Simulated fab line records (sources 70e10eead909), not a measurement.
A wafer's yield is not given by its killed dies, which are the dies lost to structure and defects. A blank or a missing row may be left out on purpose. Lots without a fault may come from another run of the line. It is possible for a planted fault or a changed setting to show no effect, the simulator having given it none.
Which tool is to blame? || flow nand-harc || 32 wafers from 12 lots sampled at 6 of the route's 1302 steps

WHAT EACH GAUGE READ, for each wafer
NHARC_P_M1_OVL_MEAS_10: pitch 260 nm. Usual: overlay-x-nm -0.2 nm, standard deviation 0.78; overlay-y-nm 0.0 nm, standard deviation 0.85.
{"lot": "L176", "measured": "day 6 01:41", "on": "overlay-01", "overlay-x-nm (nm)": "-0.4 -1.2 -0.6", "overlay-y-nm (nm)": "0.0 0.0 0.2", "flag": ""}
{"lot": "L178", "measured": "day 7 05:42", "on": "overlay-02", "overlay-x-nm (nm)": "-1.2 -0.3 -0.4", "overlay-y-nm (nm)": "-1.0 -2.0 -1.4", "flag": ""}
{"lot": "L179", "measured": "day 7 07:02", "on": "overlay-02", "overlay-x-nm (nm)": "0.7 0.4 0.9", "overlay-y-nm (nm)": "0.3 0.1 0.1", "flag": ""}
{"lot": "L181", "measured": "day 8 06:49", "on": "overlay-01", "overlay-x-nm (nm)": "-0.3 -0.6 -0.8", "overlay-y-nm (nm)": "-0.3 -0.4 -0.9", "flag": ""}
{"lot": "L188", "measured": "day 11 13:28", "on": "overlay-02", "overlay-x-nm (nm)": "0.2 -0.6 -0.4", "overlay-y-nm (nm)": "-1.1 -1.4 -1.5", "flag": ""}
{"lot": "L191", "measured": "day 12 06:08", "on": "overlay-02", "overlay-x-nm (nm)": 0.7, "overlay-y-nm (nm)": 1.3, "flag": ""}
{"lot": "L190", "measured": "day 12 07:27", "on": "overlay-02", "overlay-x-nm (nm)": 1.0, "overlay-y-nm (nm)": 0.5, "flag": ""}
{"lot": "L192", "measured": "day 12 22:52", "on": "overlay-02", "overlay-x-nm (nm)": "-0.6 -1.8 -0.9", "overlay-y-nm (nm)": "-0.9 -1.7 -1.9", "flag": ""}
{"lot": "L194", "measured": "day 13 18:33", "on": "overlay-02", "overlay-x-nm (nm)": "-1.1 -1.3 -0.5", "overlay-y-nm (nm)": "0.1 -0.3 -0.1", "flag": ""}
{"lot": "L196", "measured": "day 14 12:38", "on": "overlay-02", "overlay-x-nm (nm)": "1.4 0.6 0.0", "overlay-y-nm (nm)": "0.2 0.9 -0.1", "flag": ""}
{"lot": "L198", "measured": "day 15 09:03", "on": "overlay-01", "overlay-x-nm (nm)": "0.1 0.0 -0.1", "overlay-y-nm (nm)": "0.5 0.6 0.9", "flag": ""}
{"lot": "L199", "measured": "day 15 15:15", "on": "overlay-01", "overlay-x-nm (nm)": "-0.1 -0.3 0.0", "overlay-y-nm (nm)": "0.1 -0.6 0.5", "flag": ""}

NHARC_END_SORT_01. Usual: defect-limited-yield 91.3 % (standard deviation 3); killed-at-array 54 (standard deviation 20); killed-at-other 0.7 (standard deviation 0.94); killed-at-periphery 3.8 (standard deviation 2.7); killed-dies 59 (standard deviation 20); killed-open 3.5 (standard deviation 1.9); killed-short 2.5 (standard deviation 1.6).
{"lot": "L176", "measured": "day 24 15:22", "on": "prober-01", "defect-limited-yield (%)": "89.5 93.4 90.3", "killed-at-array": "68 42 64", "killed-at-other": "1 0 0", "killed-at-periphery": "2 3 2", "killed-dies": "71 45 66", "killed-open": "5 2 2", "killed-short": "1 3 2", "flag": ""}
{"lot": "L181", "measured": "day 25 22:43", "on": "prober-02", "defect-limited-yield (%)": "89.8 87.6 87.3", "killed-at-array": "64 79 79", "killed-at-other": "0 1 1", "killed-at-periphery": "5 4 6", "killed-dies": "69 84 86", "killed-open": "3 6 3", "killed-short": "2 5 1", "flag": ""}
{"lot": "L188", "measured": "day 29 19:22", "on": "prober-02", "defect-limited-yield (%)": "86.3 87.9 87.3", "killed-at-array": "87 75 84", "killed-at-other": "0 1 0", "killed-at-periphery": "6 6 2", "killed-dies": "93 82 86", "killed-open": "4 4 5", "killed-short": "4 5 4", "flag": ""}
{"lot": "L191", "measured": "day 30 11:55", "on": "prober-02", "defect-limited-yield (%)": 82.3, "killed-at-array": 50, "killed-at-other": 1, "killed-at-periphery": 69, "killed-dies": 120, "killed-open": 2, "killed-short": 4, "flag": "OFF"}
{"lot": "L190", "measured": "day 30 10:13", "on": "prober-01", "defect-limited-yield (%)": 83.8, "killed-at-array": 45, "killed-at-other": 0, "killed-at-periphery": 65, "killed-dies": 110, "killed-open": 5, "killed-short": 2, "flag": "OFF"}
{"lot": "L192", "measured": "day 31 11:29", "on": "prober-01", "defect-limited-yield (%)": "92.0 93.4 93.6", "killed-at-array": "46 40 37", "killed-at-other": "0 0 1", "killed-at-periphery": "8 5 5", "killed-dies": "54 45 43", "killed-open": "4 4 1", "killed-short": "5 0 2", "flag": ""}
{"lot": "L194", "measured": "day 31 18:07", "on": "prober-02", "defect-limited-yield (%)": "93.5 92.6 93.6", "killed-at-array": "42 48 42", "killed-at-other": "0 0 1", "killed-at-periphery": "2 2 0", "killed-dies": "44 50 43", "killed-open": "1 6 1", "killed-short": "3 1 6", "flag": ""}
{"lot": "L198", "measured": "day 33 07:49", "on": "prober-02", "defect-limited-yield (%)": "85.2 87.0 90.5", "killed-at-array": "96 83 58", "killed-at-other": "1 0 0", "killed-at-periphery": "3 5 6", "killed-dies": "100 88 64", "killed-open": "3 1 4", "killed-short": "3 5 2", "flag": ""}

TOOL THAT RAN EACH LOT (tool first, then ch and the chambers of the sampled wafers, then the start)
{"lot": "L176", "NHARC_P_M0_ETCH_15": "rie-diel-01 ch 0,2,3, day 5 21:58", "NHARC_P_M1_DESCUM_14": "rie-diel-13 ch 1,2, day 6 01:47", "NHARC_P_M1_ETCH_28": "rie-diel-06 ch 0,1,2, day 24 15:22 or earlier", "NHARC_P_M1_PRE_CLEAN_30": "pvd-sputter-03, day 24 15:22 or earlier"}
{"lot": "L178", "NHARC_P_M0_ETCH_15": "rie-diel-01 ch 0,2,3, day 7 01:48", "NHARC_P_M1_DESCUM_14": "rie-diel-10 ch 0,1,2, day 7 05:49", "NHARC_P_M1_ETCH_28": "rie-diel-13 ch 0,2,3, no start", "NHARC_P_M1_PRE_CLEAN_30": "pvd-sputter-03, no start"}
{"lot": "L179", "NHARC_P_M0_ETCH_15": "rie-diel-01 ch 0,1,3, day 7 03:07", "NHARC_P_M1_DESCUM_14": "rie-diel-13 ch 0,1, day 7 07:08", "NHARC_P_M1_ETCH_28": "rie-diel-10 ch 0,1, no start", "NHARC_P_M1_PRE_CLEAN_30": "pvd-sputter-03, no start"}
{"lot": "L181", "NHARC_P_M0_ETCH_15": "rie-diel-01 ch 0,3, day 8 02:34", "NHARC_P_M1_DESCUM_14": "rie-diel-13 ch 2,3, day 8 06:55", "NHARC_P_M1_ETCH_28": "rie-diel-13 ch 0,2,3, day 8 08:07 or earlier", "NHARC_P_M1_PRE_CLEAN_30": "pvd-sputter-02, day 8 08:07"}
{"lot": "L188", "NHARC_P_M0_ETCH_15": "rie-diel-05 ch 0,1,3, day 11 09:23", "NHARC_P_M1_DESCUM_14": "rie-diel-10 ch 0,3, day 11 13:34", "NHARC_P_M1_ETCH_28": "rie-diel-13 ch 2,3, day 29 19:22 or earlier", "NHARC_P_M1_PRE_CLEAN_30": "pvd-sputter-01, day 29 19:22 or earlier"}
{"lot": "L191", "NHARC_P_M0_ETCH_15": "rie-diel-01 ch 2, day 12 02:31", "NHARC_P_M1_DESCUM_14": "rie-diel-13 ch 3, day 12 08:18", "NHARC_P_M1_ETCH_28": "rie-diel-10 ch 2, day 30 11:55 or earlier", "NHARC_P_M1_PRE_CLEAN_30": "pvd-sputter-01, day 30 11:55 or earlier"}
{"lot": "L190", "NHARC_P_M0_ETCH_15": "rie-diel-01 ch 2, day 12 03:29", "NHARC_P_M1_DESCUM_14": "rie-diel-13 ch 1, day 12 10:45", "NHARC_P_M1_ETCH_28": "rie-diel-10 ch 0, day 30 10:13 or earlier", "NHARC_P_M1_PRE_CLEAN_30": "pvd-sputter-03, day 30 10:13 or earlier"}
{"lot": "L192", "NHARC_P_M0_ETCH_15": "rie-diel-12 ch 0,2,3, day 12 19:13", "NHARC_P_M1_DESCUM_14": "rie-diel-13 ch 0,1,3, day 12 22:58", "NHARC_P_M1_ETCH_28": "rie-diel-10 ch 1,2,3, day 31 11:29 or earlier", "NHARC_P_M1_PRE_CLEAN_30": "pvd-sputter-03, day 31 11:29 or earlier"}
{"lot": "L194", "NHARC_P_M0_ETCH_15": "rie-diel-12 ch 1,3, day 13 14:46", "NHARC_P_M1_DESCUM_14": "rie-diel-10 ch 0,1, day 13 18:40", "NHARC_P_M1_ETCH_28": "rie-diel-13 ch 0,1,3, day 31 18:07 or earlier", "NHARC_P_M1_PRE_CLEAN_30": "pvd-sputter-02, day 31 18:07 or earlier"}
{"lot": "L196", "NHARC_P_M0_ETCH_15": "rie-diel-12 ch 0,3, day 14 08:57", "NHARC_P_M1_DESCUM_14": "rie-diel-10 ch 0,1,2, day 14 12:46", "NHARC_P_M1_ETCH_28": "rie-diel-13 ch 0,2,3, no start", "NHARC_P_M1_PRE_CLEAN_30": "pvd-sputter-01, no start"}
{"lot": "L198", "NHARC_P_M0_ETCH_15": "rie-diel-12 ch 0,2,3, day 15 05:14", "NHARC_P_M1_DESCUM_14": "rie-diel-10 ch 2,3, day 15 09:09", "NHARC_P_M1_ETCH_28": "rie-diel-10 ch 0,2,3, day 33 07:49 or earlier", "NHARC_P_M1_PRE_CLEAN_30": "pvd-sputter-02, day 33 07:49 or earlier"}
{"lot": "L199", "NHARC_P_M0_ETCH_15": "rie-diel-01 ch 2,3, day 15 11:35", "NHARC_P_M1_DESCUM_14": "rie-diel-13 ch 0,3, day 15 15:20", "NHARC_P_M1_ETCH_28": "rie-diel-10 ch 1,3, no start", "NHARC_P_M1_PRE_CLEAN_30": "pvd-sputter-01, no start"}
- NHARC_P_M0_ETCH_15: etches the open film in C4F8/Ar, target depth 150 nm, overetch 15 nm, time 82.5 s.
- NHARC_P_M1_DESCUM_14: chemistry O2, time 3 s.
- NHARC_P_M1_ETCH_28: etches the open film in CF4/N2, target depth 30 nm, time 72.99 s.
- NHARC_P_M1_PRE_CLEAN_30: time 30 s.

WHAT THE TOOLS THEMSELVES READ (means of the sampled wafers that have a number; where no wafer has one, the mark that the record gives instead)
NHARC_P_M0_ETCH_15. Usual: oes-product-au 0.956 a.u., standard deviation 0.022; rf-vpp-V 442.7 V, standard deviation 1.8.
{"lot": "L176", "tool": "rie-diel-01", "oes-product-au (a.u.)": 0.963, "rf-vpp-V (V)": 444.0, "flag": ""}
{"lot": "L178", "tool": "rie-diel-01", "oes-product-au (a.u.)": 0.964, "rf-vpp-V (V)": 442.9, "flag": ""}
{"lot": "L179", "tool": "rie-diel-01", "oes-product-au (a.u.)": 0.943, "rf-vpp-V (V)": 442.5, "flag": ""}
{"lot": "L181", "tool": "rie-diel-01", "oes-product-au (a.u.)": 0.969, "rf-vpp-V (V)": 442.1, "flag": ""}
{"lot": "L188", "tool": "rie-diel-05", "oes-product-au (a.u.)": 0.969, "rf-vpp-V (V)": 442.7, "flag": ""}
{"lot": "L191", "tool": "rie-diel-01", "oes-product-au (a.u.)": 0.924, "rf-vpp-V (V)": 446.1, "flag": ""}
{"lot": "L190", "tool": "rie-diel-01", "oes-product-au (a.u.)": 0.970, "rf-vpp-V (V)": 445.5, "flag": ""}
{"lot": "L192", "tool": "rie-diel-12", "oes-product-au (a.u.)": 0.967, "rf-vpp-V (V)": 441.4, "flag": ""}
{"lot": "L194", "tool": "rie-diel-12", "oes-product-au (a.u.)": 0.930, "rf-vpp-V (V)": 442.5, "flag": ""}
{"lot": "L196", "tool": "rie-diel-12", "oes-product-au (a.u.)": 0.959, "rf-vpp-V (V)": 441.4, "flag": ""}
{"lot": "L198", "tool": "rie-diel-12", "oes-product-au (a.u.)": 0.942, "rf-vpp-V (V)": 441.6, "flag": ""}
{"lot": "L199", "tool": "rie-diel-01", "oes-product-au (a.u.)": 0.974, "rf-vpp-V (V)": 442.8, "flag": ""}

NHARC_P_M1_DESCUM_14. Usual: drypump-motor-current-A 5.5 A, standard deviation 0.49; oes-product-au 0.994 a.u., standard deviation 0.015; rf-vpp-V 57.7 V, standard deviation 0.88; showerhead-plenum-p-Torr 1.90 Torr, standard deviation 0.061; throttle-valve-pct 11.311 %, standard deviation 0.0088.
{"lot": "L176", "tool": "rie-diel-13", "drypump-motor-current-A (A)": 6.4, "oes-product-au (a.u.)": 0.996, "rf-vpp-V (V)": 57.4, "showerhead-plenum-p-Torr (Torr)": 1.88, "throttle-valve-pct (%)": 11.304, "flag": ""}
{"lot": "L178", "tool": "rie-diel-10", "drypump-motor-current-A (A)": 5.1, "oes-product-au (a.u.)": 1.014, "rf-vpp-V (V)": 56.9, "showerhead-plenum-p-Torr (Torr)": 1.85, "throttle-valve-pct (%)": 11.311, "flag": ""}
{"lot": "L179", "tool": "rie-diel-13", "drypump-motor-current-A (A)": 5.8, "oes-product-au (a.u.)": 0.987, "rf-vpp-V (V)": 58.1, "showerhead-plenum-p-Torr (Torr)": 1.88, "throttle-valve-pct (%)": 11.314, "flag": ""}
{"lot": "L181", "tool": "rie-diel-13", "drypump-motor-current-A (A)": 5.6, "oes-product-au (a.u.)": 0.991, "rf-vpp-V (V)": 57.9, "showerhead-plenum-p-Torr (Torr)": 1.95, "throttle-valve-pct (%)": 11.313, "flag": ""}
{"lot": "L188", "tool": "rie-diel-10", "drypump-motor-current-A (A)": 5.2, "oes-product-au (a.u.)": 0.986, "rf-vpp-V (V)": 57.9, "showerhead-plenum-p-Torr (Torr)": 1.90, "throttle-valve-pct (%)": 11.311, "flag": ""}
{"lot": "L191", "tool": "rie-diel-13", "drypump-motor-current-A (A)": 5.3, "oes-product-au (a.u.)": 1.002, "rf-vpp-V (V)": 57.8, "showerhead-plenum-p-Torr (Torr)": 1.99, "throttle-valve-pct (%)": 11.308, "flag": ""}
{"lot": "L190", "tool": "rie-diel-13", "drypump-motor-current-A (A)": 6.5, "oes-product-au (a.u.)": 1.019, "rf-vpp-V (V)": 56.8, "showerhead-plenum-p-Torr (Torr)": 1.89, "throttle-valve-pct (%)": 11.331, "flag": ""}
{"lot": "L192", "tool": "rie-diel-13", "drypump-motor-current-A (A)": 5.7, "oes-product-au (a.u.)": 0.997, "rf-vpp-V (V)": 58.5, "showerhead-plenum-p-Torr (Torr)": 1.92, "throttle-valve-pct (%)": 11.304, "flag": ""}
{"lot": "L194", "tool": "rie-diel-10", "drypump-motor-current-A (A)": 5.0, "oes-product-au (a.u.)": 0.983, "rf-vpp-V (V)": 57.7, "showerhead-plenum-p-Torr (Torr)": 1.81, "throttle-valve-pct (%)": 11.306, "flag": ""}
{"lot": "L196", "tool": "rie-diel-10", "drypump-motor-current-A (A)": 5.1, "oes-product-au (a.u.)": 0.989, "rf-vpp-V (V)": 57.6, "showerhead-plenum-p-Torr (Torr)": 1.84, "throttle-valve-pct (%)": 11.304, "flag": ""}
{"lot": "L198", "tool": "rie-diel-10", "drypump-motor-current-A (A)": 5.2, "oes-product-au (a.u.)": 0.997, "rf-vpp-V (V)": 58.8, "showerhead-plenum-p-Torr (Torr)": 1.91, "throttle-valve-pct (%)": 11.302, "flag": ""}
{"lot": "L199", "tool": "rie-diel-13", "drypump-motor-current-A (A)": 5.4, "oes-product-au (a.u.)": 0.988, "rf-vpp-V (V)": 58.1, "showerhead-plenum-p-Torr (Torr)": 1.95, "throttle-valve-pct (%)": 11.306, "flag": ""}

NHARC_P_M1_ETCH_28. Usual: drypump-motor-current-A 5.5 A, standard deviation 0.51; oes-product-au 0.995 a.u., standard deviation 0.015; rf-vpp-V 313.8 V, standard deviation 1.6; showerhead-plenum-p-Torr 2.60 Torr, standard deviation 0.077; throttle-valve-pct 19.794 %, standard deviation 0.0083.
{"lot": "L176", "tool": "rie-diel-06", "drypump-motor-current-A (A)": 5.7, "oes-product-au (a.u.)": 1.010, "rf-vpp-V (V)": 314.3, "showerhead-plenum-p-Torr (Torr)": 2.67, "throttle-valve-pct (%)": 19.788, "flag": ""}
{"lot": "L178", "tool": "rie-diel-13", "drypump-motor-current-A (A)": 5.7, "oes-product-au (a.u.)": 0.991, "rf-vpp-V (V)": 313.8, "showerhead-plenum-p-Torr (Torr)": 2.63, "throttle-valve-pct (%)": 19.797, "flag": ""}
{"lot": "L179", "tool": "rie-diel-10", "drypump-motor-current-A (A)": 5.0, "oes-product-au (a.u.)": 1.000, "rf-vpp-V (V)": 313.4, "showerhead-plenum-p-Torr (Torr)": 2.49, "throttle-valve-pct (%)": 19.796, "flag": ""}
{"lot": "L181", "tool": "rie-diel-13", "drypump-motor-current-A (A)": 5.7, "oes-product-au (a.u.)": 0.986, "rf-vpp-V (V)": 314.5, "showerhead-plenum-p-Torr (Torr)": 2.63, "throttle-valve-pct (%)": 19.794, "flag": ""}
{"lot": "L188", "tool": "rie-diel-13", "drypump-motor-current-A (A)": 5.7, "oes-product-au (a.u.)": 0.987, "rf-vpp-V (V)": 315.6, "showerhead-plenum-p-Torr (Torr)": 2.68, "throttle-valve-pct (%)": 19.797, "flag": ""}
{"lot": "L191", "tool": "rie-diel-10", "drypump-motor-current-A (A)": 5.0, "oes-product-au (a.u.)": 1.015, "rf-vpp-V (V)": 313.2, "showerhead-plenum-p-Torr (Torr)": 2.59, "throttle-valve-pct (%)": 19.793, "flag": ""}
{"lot": "L190", "tool": "rie-diel-10", "drypump-motor-current-A (A)": 4.9, "oes-product-au (a.u.)": 0.993, "rf-vpp-V (V)": 311.8, "showerhead-plenum-p-Torr (Torr)": 2.47, "throttle-valve-pct (%)": 19.791, "flag": ""}
{"lot": "L192", "tool": "rie-diel-10", "drypump-motor-current-A (A)": 5.3, "oes-product-au (a.u.)": 0.998, "rf-vpp-V (V)": 313.5, "showerhead-plenum-p-Torr (Torr)": 2.61, "throttle-valve-pct (%)": 19.794, "flag": ""}
{"lot": "L194", "tool": "rie-diel-13", "drypump-motor-current-A (A)": 5.8, "oes-product-au (a.u.)": 0.995, "rf-vpp-V (V)": 313.8, "showerhead-plenum-p-Torr (Torr)": 2.63, "throttle-valve-pct (%)": 19.798, "flag": ""}
{"lot": "L196", "tool": "rie-diel-13", "drypump-motor-current-A (A)": 5.7, "oes-product-au (a.u.)": 0.995, "rf-vpp-V (V)": 313.9, "showerhead-plenum-p-Torr (Torr)": 2.62, "throttle-valve-pct (%)": 19.797, "flag": ""}
{"lot": "L198", "tool": "rie-diel-10", "drypump-motor-current-A (A)": 5.1, "oes-product-au (a.u.)": 0.998, "rf-vpp-V (V)": 313.7, "showerhead-plenum-p-Torr (Torr)": 2.58, "throttle-valve-pct (%)": 19.790, "flag": ""}
{"lot": "L199", "tool": "rie-diel-10", "drypump-motor-current-A (A)": 5.3, "oes-product-au (a.u.)": 0.975, "rf-vpp-V (V)": 313.6, "showerhead-plenum-p-Torr (Torr)": 2.59, "throttle-valve-pct (%)": 19.792, "flag": ""}

NHARC_P_M1_PRE_CLEAN_30. Usual: heater-power-w reads 409 W (standard deviation 43).
{"lot": "L176", "tool": "pvd-sputter-03", "heater-power-w (W)": 411, "flag": ""}
{"lot": "L178", "tool": "pvd-sputter-03", "heater-power-w (W)": 376, "flag": ""}
{"lot": "L179", "tool": "pvd-sputter-03", "heater-power-w (W)": 405, "flag": ""}
{"lot": "L181", "tool": "pvd-sputter-02", "heater-power-w (W)": 433, "flag": ""}
{"lot": "L188", "tool": "pvd-sputter-01", "heater-power-w (W)": 428, "flag": ""}
{"lot": "L191", "tool": "pvd-sputter-01", "heater-power-w (W)": 453, "flag": ""}
{"lot": "L190", "tool": "pvd-sputter-03", "heater-power-w (W)": 440, "flag": ""}
{"lot": "L192", "tool": "pvd-sputter-03", "heater-power-w (W)": 366, "flag": ""}
{"lot": "L194", "tool": "pvd-sputter-02", "heater-power-w (W)": 418, "flag": ""}
{"lot": "L196", "tool": "pvd-sputter-01", "heater-power-w (W)": 379, "flag": ""}
{"lot": "L198", "tool": "pvd-sputter-02", "heater-power-w (W)": 414, "flag": ""}
{"lot": "L199", "tool": "pvd-sputter-01", "heater-power-w (W)": 407, "flag": ""}

THE ANSWER, worked out from the rows above alone
Rule: lot off if the mean of its wafers having a number is beyond 3 standard deviations from the usual mean. A lot without any number at a reading at which 4 lots or more have one is off too. Any other lot the step has rows for is counted as sound. After the gauges, taken in route order, come the tools' own readings; for these a lot's mean is taken, as printed above. The first step at which some lot is off is used, and at that step the reading that is off furthest; a lot without a number counts as furthest.
Off at NHARC_END_SORT_01 (killed-at-periphery): L191, L190. Neither off nor sound, because the step has no rows for them: L178, L179, L196, L199.
A tool fits if, at a process step before that reading, it ran every lot that is off, and no sound lot after the first of them. Gauges at NHARC_END_SORT_01: tried the same way as those tools. With no start given for some of its lots, NHARC_P_M1_ETCH_28 uses the hours and lot order of NHARC_END_SORT_01. With no start given for some of its lots, NHARC_P_M1_PRE_CLEAN_30 uses the hours and lot order of NHARC_END_SORT_01. One fits: rie-diel-01 at NHARC_P_M0_ETCH_15. Its last sound lot is L181 (day 8 02:34), its first lot that is off L191 (day 12 02:31): a fault that began between those two fits.

WHAT THE SIMULATOR HAD PUT IN
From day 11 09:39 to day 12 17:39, rie-diel-01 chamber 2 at NHARC_P_M0_ETCH_15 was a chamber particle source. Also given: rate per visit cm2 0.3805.
Lots struck among those shown: L191, L190. This agrees with what the rule above found.
